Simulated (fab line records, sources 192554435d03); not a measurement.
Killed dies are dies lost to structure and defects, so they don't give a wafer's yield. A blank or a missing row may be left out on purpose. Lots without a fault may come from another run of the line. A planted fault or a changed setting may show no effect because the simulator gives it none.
fab line records | flow n5_finfet
record lots=24 wafers=72 last_day=19
route steps=1938 shown BEOL_M14@1747 BEOL_M15@1806 MIM_TOP_LITHO@1849
lots that met no fault: from a run of the same line without faults
start_h: hours from the record's first day to the start of the lot's first wafer shown | wait_h: hours since the lot's step before | " the same as in the row above | L1.1+2: a row that stands for several wafers | - no value, or no start given | * or withheld: withheld | < > ~ a bound
route shown NAME@n: a module of which the file shows steps, and the number in the route of the first | usual: mean/standard deviation of fault-free wafers | same: alike in all rows | chamber/n: place in a boat | sites: the reading at each site | _std_site: their standard deviation | _edge_site: outer sites' mean less inner sites' | radius_mm: how far each site lies from the wafer's centre | mask NAME#n: copy n | behind: the tool/chamber that last shaped the wafer | hold: why the lot was held/for how many hours/how that ended | device: the transistor (n, p or np) that didn't switch | end of line: the same wafers' tests at the end of the route | a step without rows: its recipe alone | killed: dies lost to structure and defects at the first sort, not the wafer's yield | map: a wafer's dies, x killed, . not, _ none there
set.NAME: the setting as run; set.NAME@STEP: as run at that earlier step | model.NAME: the simulator's own value behind a step, which no gauge read
steps of the route over a sample of lots; a table a step, a row a wafer
services: from which hour (start_h, from the record's first day; less than 0 if before it) a tool's chamber was out of use, for how many hours, and why
## steps
# step N5_BEOL_M14_OVL_MEAS_29
# recipe points_per_wafer=44
# usual M14_OVL=-2/5.4
# same points_per_wafer=44
# columns lot.wafer tool chamber start_h wait_h M14_OVL[nm]
L074.1 overlay-01 0 266.10 0.0 2
L074.4 " 0 " " 8
L074.6 " 0 " " 2
L075.1 overlay-02 0 268.63 0.0 -2
L075.2 " 0 " " -10
L075.6 " 0 " " -3
L078.2 overlay-01 0 318.88 0.0 -11
L078.3 " 0 " " -2
L078.6 " 0 " " -9
L077.4 overlay-01 0 323.38 0.0 -11
L077.5 " 0 " " -3
L077.6 " 0 " " -11
L080.2 overlay-01 0 346.24 0.0 1
L080.4 " 0 " " 7
L080.5 " 0 " " -5
L079.1 overlay-02 0 346.68 0.0 -10
L079.4 " 0 " " -2
L079.6 " 0 " " -3
L081.1 overlay-01 0 359.17 0.0 -2
L081.2 " 0 " " 3
L081.6 " 0 " " 3
L082.1 overlay-01 0 363.38 0.0 -3
L082.3 " 0 " " -2
L082.4 " 0 " " -5
L083.2 overlay-01 0 370.43 0.0 7
L083.3 " 0 " " 0
L083.6 " 0 " " 6
L085.1 overlay-02 0 379.72 0.0 -6
L085.4 " 0 " " -10
L085.6 " 0 " " -8
L084.1 overlay-01 0 382.23 0.0 -5
L084.3 " 0 " " -9
L084.4 " 0 " " -12
L087.1 overlay-01 0 384.22 0.0 1
L087.2 " 0 " " -8
L087.5 " 0 " " -11
L086.2 overlay-01 0 384.93 0.0 -9
L086.4 " 0 " " -6
L086.5 " 0 " " -6
L089.2 overlay-01 0 388.17 0.0 4
L089.3 " 0 " " 6
L089.5 " 0 " " 7
L076.3 overlay-01 0 389.74 0.0 -9
L076.4 " 0 " " -6
L076.6 " 0 " " -8
L090.2 overlay-02 0 397.29 0.0 2
L090.4 " 0 " " 0
L090.6 " 0 " " -4
L091.2 overlay-01 0 415.87 0.0 -5
L091.5 " 0 " " 2
L091.6 " 0 " " -1
L088.2 overlay-02 0 418.48 0.0 -3
L088.3 " 0 " " -5
L088.6 " 0 " " -7
L092.1 overlay-02 0 421.35 0.0 -3
L092.2 " 0 " " -3
L092.4 " 0 " " -6
L095.2 overlay-01 0 422.08 0.0 7
L095.5 " 0 " " 10
L095.6 " 0 " " 0
L093.2 overlay-02 0 428.73 0.0 7
L093.4 " 0 " " 2
L093.6 " 0 " " 2
L096.2 overlay-02 0 431.21 0.0 -5
L096.5 " 0 " " -9
L096.6 " 0 " " 4
L094.1 overlay-02 0 431.66 0.0 7
L094.3 " 0 " " 2
L094.4 " 0 " " 5
L097.1 overlay-01 0 436.51 0.0 -5
L097.5 " 0 " " -2
L097.6 " 0 " " 0
# step N5_BEOL_M14_SPUTTER_45
# recipe material=Cu target_thk_a=1000 temp_c=-20 bias_v=60 power_w=26000 chamber_pressure_pa=0.13 time_s=16.67
# usual chamber_pressure_pa=0.12997/0.00023 susceptor_temp_C=-20.00/0.12 throttle_valve_pct=30.2/0.72
# columns lot.wafer tool chamber start_h wait_h chamber_pressure_pa susceptor_temp_C throttle_valve_pct
L074.1 pvd_sputter-03 - 268.87 0.0 0.13019 -20.09 29.4
L074.4 " - " " 0.13016 -20.00 29.7
L074.6 " - " " 0.12982 -20.19 30.2
L075.1 pvd_sputter-02 - 269.90 0.0 0.13014 -19.76 31.1
L075.2 " - " " 0.13009 -20.17 30.7
L075.6 " - " " 0.1297 -20.29 30.6
L078.2 pvd_sputter-01 - 320.58 0.0 0.1299 -20.03 29.2
L078.3 " - " " 0.13008 -19.86 29.0
L078.6 " - " " 0.13007 -20.00 31.4
L077.4 pvd_sputter-02 - 326.45 0.0 0.12979 -20.26 31.0
L077.5 " - " " 0.12992 -20.07 30.3
L077.6 " - " " 0.12981 -20.00 30.1
L080.2 pvd_sputter-02 - 348.36 0.0 0.13005 -20.02 31.3
L080.4 " - " " 0.13025 -19.96 29.1
L080.5 " - " " 0.13031 -20.01 30.5
L079.1 pvd_sputter-03 - 348.40 0.0 0.1305 -19.95 30.2
L079.4 " - " " 0.12945 -20.16 31.1
L079.6 " - " " 0.13042 -20.00 29.8
L081.1 pvd_sputter-02 - 361.87 0.0 0.12996 -19.77 30.5
L081.2 " - " " 0.13016 -19.97 29.0
L081.6 " - " " 0.13033 -19.92 29.1
L082.1 pvd_sputter-02 - 366.15 0.0 0.12957 -20.06 31.1
L082.3 " - " " 0.12981 -20.12 30.3
L082.4 " - " " 0.12978 -20.25 29.1
L083.2 pvd_sputter-03 - 375.29 0.0 0.12994 -19.87 29.7
L083.3 " - " " 0.12986 -19.87 30.4
L083.6 " - " " 0.12968 -20.09 31.3
L085.1 pvd_sputter-03 - 381.85 0.0 0.1299 -19.79 29.9
L085.4 " - " " 0.12986 -19.86 29.5
L085.6 " - " " 0.12996 -19.93 30.1
L084.1 pvd_sputter-03 - 384.57 0.0 0.12989 -20.21 29.7
L084.3 " - " " 0.12951 -20.02 30.2
L084.4 " - " " 0.13007 -19.75 31.1
L087.1 pvd_sputter-03 - 385.84 0.0 0.12973 -20.01 31.0
L087.2 " - " " 0.12966 -19.89 29.7
L087.5 " - " " 0.12997 -19.90 29.6
L086.2 pvd_sputter-03 - 389.12 0.0 0.12946 -20.06 31.2
L086.4 " - " " 0.12987 -19.97 30.2
L086.5 " - " " 0.12988 -19.89 30.3
L089.2 pvd_sputter-02 - 390.14 0.0 0.12971 -20.08 29.3
L089.3 " - " " 0.12989 -19.96 30.1
L089.5 " - " " 0.13048 -19.99 30.7
L076.3 pvd_sputter-03 - 395.04 0.0 0.13024 -20.03 31.1
L076.4 " - " " 0.12965 -19.93 30.5
L076.6 " - " " 0.13024 -19.91 29.5
L090.2 pvd_sputter-01 - 401.57 0.0 0.13026 -20.02 29.1
L090.4 " - " " 0.13009 -20.07 31.4
L090.6 " - " " 0.13 -20.06 30.9
L091.2 pvd_sputter-01 - 418.62 0.0 0.12971 -19.88 31.2
L091.5 " - " " 0.12972 -20.18 29.3
L091.6 " - " " 0.1298 -19.76 29.1
L088.2 pvd_sputter-03 - 424.86 0.0 0.12996 -20.02 30.0
L088.3 " - " " 0.13006 -20.00 29.6
L088.6 " - " " 0.12996 -20.06 29.7
L092.1 pvd_sputter-03 - 425.40 0.0 0.12976 -20.02 29.4
L092.2 " - " " 0.13033 -20.11 31.3
L092.4 " - " " 0.13003 -20.01 30.2
L095.2 pvd_sputter-01 - 425.54 0.0 0.13007 -19.94 30.8
L095.5 " - " " 0.12984 -20.04 31.1
L095.6 " - " " 0.13001 -20.08 31.2
L093.2 pvd_sputter-03 - 432.79 0.0 0.12966 -19.66 30.9
L093.4 " - " " 0.12954 -19.85 29.8
L093.6 " - " " 0.12972 -19.88 31.3
L096.2 pvd_sputter-02 - 433.36 0.0 0.12961 -19.98 29.0
L096.5 " - " " 0.13012 -20.13 30.4
L096.6 " - " " 0.12968 -19.93 30.8
L094.1 pvd_sputter-02 - 437.68 0.0 0.12998 -20.04 30.1
L094.3 " - " " 0.13003 -20.12 30.9
L094.4 " - " " 0.12982 -20.00 30.5
L097.1 pvd_sputter-01 - 439.39 0.0 0.13017 -19.81 29.7
L097.5 " - " " 0.12993 -20.22 29.4
L097.6 " - " " 0.13001 -20.00 31.0
# step N5_BEOL_M15_INSPECT_30
# recipe mode=adi inspect_instrument=macro
# usual raw_defect_count=2.1/1.6
# columns lot.wafer tool chamber start_h wait_h raw_defect_count
L074.1 defect_inspect-02 - 272.12 0.0 2
L074.4 " - " " 3
L074.6 " - " " 1
L075.1 defect_inspect-01 - 273.25 0.0 5
L075.2 " - " " 3
L075.6 " - " " 3
L078.2 defect_inspect-01 - 324.55 0.0 2
L078.3 " - " " 1
L078.6 " - " " 3
L077.4 defect_inspect-01 - 329.86 0.0 3
L077.5 " - " " 2
L077.6 " - " " 4
L080.2 defect_inspect-01 - 351.77 0.0 2
L080.4 " - " " 1
L080.5 " - " " 1
L079.1 defect_inspect-02 - 351.80 0.0 6
L079.4 " - " " 3
L079.6 " - " " 2
L081.1 defect_inspect-02 - 365.04 0.0 2
L081.2 " - " " 2
L081.6 " - " " 1
L082.1 defect_inspect-02 - 370.21 0.0 1
L082.3 " - " " 2
L082.4 " - " " 0
L083.2 defect_inspect-02 - 378.57 0.0 0
L083.3 " - " " 1
L083.6 " - " " 4
L085.1 defect_inspect-02 - 385.69 0.1 1
L085.4 " - " " 4
L085.6 " - " " 2
L084.1 defect_inspect-02 - 388.23 0.0 0
L084.3 " - " " 1
L084.4 " - " " 5
L087.1 defect_inspect-02 - 389.38 0.0 3
L087.2 " - " " 2
L087.5 " - " " 3
L086.2 defect_inspect-02 - 392.60 0.0 3
L086.4 " - " " 0
L086.5 " - " " 3
L089.2 defect_inspect-02 - 394.07 0.0 4
L089.3 " - " " 0
L089.5 " - " " 2
L076.3 defect_inspect-02 - 398.23 0.0 2
L076.4 " - " " 3
L076.6 " - " " 0
L090.2 defect_inspect-02 - 405.33 0.0 1
L090.4 " - " " 1
L090.6 " - " " 2
L091.2 defect_inspect-01 - 422.28 0.0 1
L091.5 " - " " 2
L091.6 " - " " 2
L088.2 defect_inspect-01 - 428.09 0.0 5
L088.3 " - " " 0
L088.6 " - " " 0
L092.1 defect_inspect-01 - 428.89 0.0 0
L092.2 " - " " 1
L092.4 " - " " 1
L095.2 defect_inspect-01 - 429.68 0.0 3
L095.5 " - " " 0
L095.6 " - " " 2
L093.2 defect_inspect-02 - 436.26 0.0 1
L093.4 " - " " 8
L093.6 " - " " 3
L096.2 defect_inspect-01 - 436.64 0.0 1
L096.5 " - " " 2
L096.6 " - " " 5
L094.1 defect_inspect-01 - 440.96 0.0 3
L094.3 " - " " 4
L094.4 " - " " 2
L097.1 defect_inspect-01 - 443.56 0.0 4
L097.5 " - " " 0
L097.6 " - " " 2
# step N5_BEOL_M15_SPUTTER_44
# recipe material=Ta target_thk_a=150 temp_c=50 bias_v=80 power_w=15000 chamber_pressure_pa=0.07 time_s=24.19
# usual chamber_pressure_pa=0.07002/0.00013 susceptor_temp_C=49.98/0.13 throttle_valve_pct=30.3/0.78
# columns lot.wafer tool chamber start_h wait_h chamber_pressure_pa susceptor_temp_C throttle_valve_pct
L074.1 pvd_sputter-01 - 276.47 0.0 0.06995 49.66 30.8
L074.4 " - " " 0.06991 49.86 29.0
L074.6 " - " " 0.06993 49.81 31.3
L075.1 pvd_sputter-02 - 276.93 0.0 0.0699 49.93 30.4
L075.2 " - " " 0.07012 50.01 29.2
L075.6 " - " " 0.07013 50.03 31.0
L078.2 pvd_sputter-01 - 326.39 0.0 0.07 49.94 30.9
L078.3 " - " " 0.07007 49.93 30.9
L078.6 " - " " 0.07009 49.81 30.8
L077.4 pvd_sputter-02 - 330.84 0.0 0.07008 50.19 31.2
L077.5 " - " " 0.07034 50.26 30.1
L077.6 " - " " 0.06988 49.92 30.5
L080.2 pvd_sputter-01 - 356.84 0.0 0.06977 49.93 30.9
L080.4 " - " " 0.06981 49.96 29.2
L080.5 " - " " 0.06998 50.10 29.1
L079.1 pvd_sputter-02 - 357.49 0.0 0.07007 50.00 31.3
L079.4 " - " " 0.06996 49.98 30.3
L079.6 " - " " 0.06991 49.87 30.6
L081.1 pvd_sputter-01 - 366.91 0.0 0.07019 49.70 29.3
L081.2 " - " " 0.07019 49.79 31.3
L081.6 " - " " 0.07016 49.97 31.3
L082.1 pvd_sputter-02 - 378.50 0.0 0.07002 50.11 29.0
L082.3 " - " " 0.07001 49.93 30.6
L082.4 " - " " 0.07021 50.10 31.2
L083.2 pvd_sputter-01 - 380.92 0.0 0.06992 49.84 31.3
L083.3 " - " " 0.07013 49.97 30.8
L083.6 " - " " 0.0701 49.88 29.5
L085.1 pvd_sputter-02 - 388.82 0.0 0.06976 50.12 30.0
L085.4 " - " " 0.07044 50.19 29.0
L085.6 " - " " 0.06994 49.94 31.1
L084.1 pvd_sputter-03 - 389.68 0.0 0.06998 49.99 30.1
L084.3 " - " " 0.06997 49.87 29.4
L084.4 " - " " 0.06983 50.02 29.8
L087.1 pvd_sputter-02 - 392.66 0.0 0.07012 49.90 31.0
L087.2 " - " " 0.06998 50.04 30.3
L087.5 " - " " 0.07001 49.99 30.5
L086.2 pvd_sputter-01 - 394.62 0.0 0.07005 49.84 30.7
L086.4 " - " " 0.06998 50.02 29.3
L086.5 " - " " 0.06993 50.11 31.3
L089.2 pvd_sputter-01 - 399.63 0.0 0.06961 49.96 29.5
L089.3 " - " " 0.06993 49.95 31.4
L089.5 " - " " 0.0702 50.05 29.6
L076.3 pvd_sputter-01 - 400.55 0.0 0.07012 49.77 31.2
L076.4 " - " " 0.07012 49.84 30.8
L076.6 " - " " 0.06998 49.91 29.3
L090.2 pvd_sputter-01 - 408.20 0.0 0.07008 50.00 30.9
L090.4 " - " " 0.06998 49.79 31.5
L090.6 " - " " 0.06989 49.85 31.1
L091.2 pvd_sputter-02 - 425.41 0.0 0.07011 49.99 30.3
L091.5 " - " " 0.07004 50.03 30.5
L091.6 " - " " 0.07012 50.04 30.2
L088.2 pvd_sputter-03 - 433.48 0.0 0.06973 49.96 30.5
L088.3 " - " " 0.06996 50.07 29.4
L088.6 " - " " 0.06998 49.88 30.2
L093.2 pvd_sputter-02 - 439.30 0.0 0.07001 50.03 31.1
L093.4 " - " " 0.07008 49.92 30.5
L093.6 " - " " 0.07016 49.92 31.3
L092.1 pvd_sputter-03 - 439.30 0.0 0.06993 49.93 29.8
L092.2 " - " " 0.06977 50.16 29.3
L092.4 " - " " 0.07014 49.91 31.1
L095.2 pvd_sputter-02 - 439.70 0.0 0.07013 49.94 31.3
L095.5 " - " " 0.07018 49.98 30.4
L095.6 " - " " 0.07016 50.04 30.7
L096.2 pvd_sputter-03 - 439.74 0.0 0.06968 50.09 30.1
L096.5 " - " " 0.07006 49.94 31.2
L096.6 " - " " 0.07016 50.03 30.4
L094.1 pvd_sputter-03 - 442.78 0.0 0.06996 49.76 29.3
L094.3 " - " " 0.06989 49.86 29.5
L094.4 " - " " 0.07003 50.13 31.3
L097.1 pvd_sputter-02 - 446.52 0.0 0.06978 49.82 30.2
L097.5 " - " " 0.07016 50.12 31.3
L097.6 " - " " 0.07012 50.11 28.9
# step N5_BEOL_M15_DEP_53
# recipe material=SiCN target_thk_a=500 temp_c=withheld precursor=3MS/NH3 pressure_torr=3 rf_w=675 time_s=17.8
# usual showerhead_plenum_p_Torr=4.163/0.029 showerhead_vpp_V=1588/95 throttle_valve_pct=18.2/1.1
# columns lot.wafer tool chamber start_h wait_h showerhead_plenum_p_Torr showerhead_vpp_V throttle_valve_pct
L074.1 pecvd-01 2 277.69 0.0 4.159 1633 17.7
L074.4 " 2 " " 4.150 1625 17.8
L074.6 " 0 " " 4.148 1636 17.8
L075.1 pecvd-02 0 278.02 0.0 4.116 1546 17.8
L075.2 " 1 " " 4.188 1443 19.3
L075.6 " 1 " " 4.201 1418 19.6
L078.2 pecvd-01 0 327.50 0.0 4.142 1611 18.1
L078.3 " 2 " " 4.146 1627 17.5
L078.6 " 2 " " 4.157 1599 17.8
L077.4 pecvd-02 0 331.98 0.0 4.118 1556 17.8
L077.5 " 2 " " 4.191 1569 18.1
L077.6 " 1 " " 4.195 1411 19.5
L080.2 pecvd-01 2 358.17 0.0 4.158 1585 17.8
L080.4 " 2 " " 4.157 1597 17.9
L080.5 " 0 " " 4.142 1627 18.0
L079.1 pecvd-01 1 358.59 0.0 4.163 1487 16.5
L079.4 " 1 " " 4.152 1483 16.3
L079.6 " 0 " " 4.148 1627 18.1
L081.1 pecvd-04 1 368.79 0.0 4.185 1580 20.4
L081.2 " 0 " " 4.143 1800 18.2
L081.6 " 1 " " 4.193 1576 20.5
L082.1 pecvd-04 1 379.60 0.0 4.194 1596 20.3
L082.3 " 0 " " 4.138 1791 18.5
L082.4 " 1 " " 4.188 1568 20.2
L083.2 pecvd-02 1 382.44 0.0 4.206 1425 19.8
L083.3 " 0 " " 4.112 1534 17.9
L083.6 " 1 " " 4.204 1428 19.8
L085.1 pecvd-04 0 389.91 0.0 4.135 1779 18.1
L085.4 " 1 " " 4.176 1563 20.3
L085.6 " 2 " " 4.198 1540 18.1
L084.1 pecvd-04 1 391.21 0.0 4.187 1551 20.3
L084.3 " 0 " " 4.134 1813 18.1
L084.4 " 1 " " 4.179 1602 20.2
L087.1 pecvd-01 2 393.75 0.0 4.152 1592 17.8
L087.2 " 0 " " 4.145 1677 18.0
L087.5 " 0 " " 4.145 1664 18.2
L086.2 pecvd-02 2 395.74 0.0 4.197 1547 17.8
L086.4 " 2 " " 4.184 1535 18.0
L086.5 " 2 " " 4.186 1551 17.8
L089.2 pecvd-04 2 400.75 0.0 4.200 1556 18.3
L089.3 " 1 " " 4.191 1597 20.4
L089.5 " 1 " " 4.187 1563 20.4
L076.3 pecvd-01 0 401.80 0.0 4.146 1656 18.2
L076.4 " 2 " " 4.151 1597 17.7
L076.6 " 0 " " 4.144 1674 18.0
L090.2 pecvd-02 0 409.54 0.0 4.107 1548 17.9
L090.4 " 0 " " 4.106 1555 18.1
L090.6 " 2 " " 4.190 1572 17.9
L091.2 pecvd-02 1 426.50 0.0 4.182 1434 16.8
L091.5 " 1 " " 4.195 1438 16.6
L091.6 " 0 " " 4.119 1559 17.6
L088.2 pecvd-04 0 434.60 0.0 4.135 1818 18.2
L088.3 " 1 " " 4.181 1589 20.5
L088.6 " 0 " " 4.124 1779 18.3
L093.2 pecvd-02 0 440.72 0.0 4.119 1553 17.9
L093.4 " 1 " " 4.185 1439 16.8
L093.6 " 2 " " 4.183 1568 18.0
L092.1 pecvd-04 2 440.93 0.0 4.203 1575 18.5
L092.2 " 0 " " 4.137 1768 18.2
L092.4 " 1 " " 4.180 1593 20.2
L095.2 pecvd-01 1 441.32 0.0 4.163 1476 16.1
L095.5 " 2 " " 4.163 1606 18.0
L095.6 " 1 " " 4.163 1484 16.5
L096.2 pecvd-01 0 441.49 0.0 4.153 1614 17.9
L096.5 " 1 " " 4.161 1482 16.0
L096.6 " 2 " " 4.156 1609 17.8
L094.1 pecvd-04 2 443.87 0.0 4.203 1559 18.6
L094.3 " 0 " " 4.135 1809 18.7
L094.4 " 0 " " 4.129 1812 18.0
L097.1 pecvd-04 0 447.80 0.0 4.138 1783 18.1
L097.5 " 1 " " 4.196 1583 20.0
L097.6 " 2 " " 4.200 1527 18.4
# step N5_MIM_TOP_LITHO_INSPECT_12
# recipe mode=adi inspect_instrument=macro
# usual raw_defect_count=2.0/1.4
# columns lot.wafer tool chamber start_h wait_h raw_defect_count
L074.1 defect_inspect-02 - 282.20 0.0 0
L074.4 " - " " 1
L074.6 " - " " 3
L075.1 defect_inspect-02 - 282.36 0.0 2
L075.2 " - " " 3
L075.6 " - " " 1
L078.2 defect_inspect-01 - 330.86 0.0 2
L078.3 " - " " 2
L078.6 " - " " 3
L077.4 defect_inspect-02 - 336.03 0.0 1
L077.5 " - " " 1
L077.6 " - " " 1
L080.2 defect_inspect-02 - 361.58 0.0 0
L080.4 " - " " 1
L080.5 " - " " 2
L079.1 defect_inspect-02 - 362.44 0.0 2
L079.4 " - " " 3
L079.6 " - " " 2
L081.1 defect_inspect-02 - 371.44 0.0 1
L081.2 " - " " 3
L081.6 " - " " 4
L082.1 defect_inspect-02 - 384.54 0.0 0
L082.3 " - " " 4
L082.4 " - " " 1
L083.2 defect_inspect-02 - 386.85 0.0 1
L083.3 " - " " 1
L083.6 " - " " 4
L085.1 defect_inspect-02 - 394.77 0.0 2
L085.4 " - " " 2
L085.6 " - " " 2
L084.1 defect_inspect-02 - 395.29 0.0 3
L084.3 " - " " 1
L084.4 " - " " 1
L087.1 defect_inspect-02 - 401.21 0.0 3
L087.2 " - " " 2
L087.5 " - " " 3
L086.2 defect_inspect-02 - 401.87 0.0 0
L086.4 " - " " 1
L086.5 " - " " 0
L089.2 defect_inspect-02 - 404.93 0.0 1
L089.3 " - " " 5
L089.5 " - " " 1
L076.3 defect_inspect-02 - 405.93 0.0 3
L076.4 " - " " 2
L076.6 " - " " 2
L090.2 defect_inspect-02 - 412.63 0.2 2
L090.4 " - " " 2
L090.6 " - " " 3
L091.2 defect_inspect-01 - 431.77 0.0 1
L091.5 " - " " 1
L091.6 " - " " 1
L088.2 defect_inspect-01 - 438.89 0.0 1
L088.3 " - " " 3
L088.6 " - " " 3
L093.2 defect_inspect-02 - 446.30 0.0 0
L093.4 " - " " 4
L093.6 " - " " 3
L092.1 defect_inspect-02 - 446.54 0.0 1
L092.2 " - " " 4
L092.4 " - " " 1
L095.2 defect_inspect-01 - 446.99 0.0 2
L095.5 " - " " 3
L095.6 " - " " 6
L096.2 defect_inspect-02 - 447.15 0.0 1
L096.5 " - " " 2
L096.6 " - " " 0
L094.1 defect_inspect-02 - 447.44 0.0 1
L094.3 " - " " 0
L094.4 " - " " 1
L097.1 defect_inspect-02 - 452.43 0.0 1
L097.5 " - " " 2
L097.6 " - " " 1
## services
# columns tool chamber start_h hours kind
pecvd-01 1 274.17 12.3 repair
pecvd-01 - 275.27 0.9 repair
pecvd-02 0 279.38 2.1 scheduled_down
pecvd-04 2 287.69 4.1 repair
pecvd-04 - 289.55 6.0 pm
pecvd-02 - 298.59 3.4 repair
pecvd-01 1 305.00 2.1 scheduled_down
pecvd-02 - 326.95 0.6 repair
pecvd-04 2 331.11 30.4 repair
pecvd-02 - 335.57 2.8 pm
pecvd-01 0 349.73 2.1 scheduled_down
pecvd-04 0 369.25 2.1 scheduled_down
pecvd-02 1 383.62 - clean
pecvd-02 1 383.62 - consumable_replace:showerhead
pecvd-02 1 383.62 29.0 scheduled_down
pecvd-02 1 383.62 29.0 vent_cycle
pecvd-01 2 389.29 2.1 scheduled_down
pecvd-04 1 392.68 5.0 scheduled_down
pecvd-04 2 401.29 2.1 scheduled_down
pecvd-02 - 415.73 1.4 repair
pecvd-01 1 420.08 4.5 repair
pvd_sputter-01 - 430.44 0.9 repair
## key
fault none
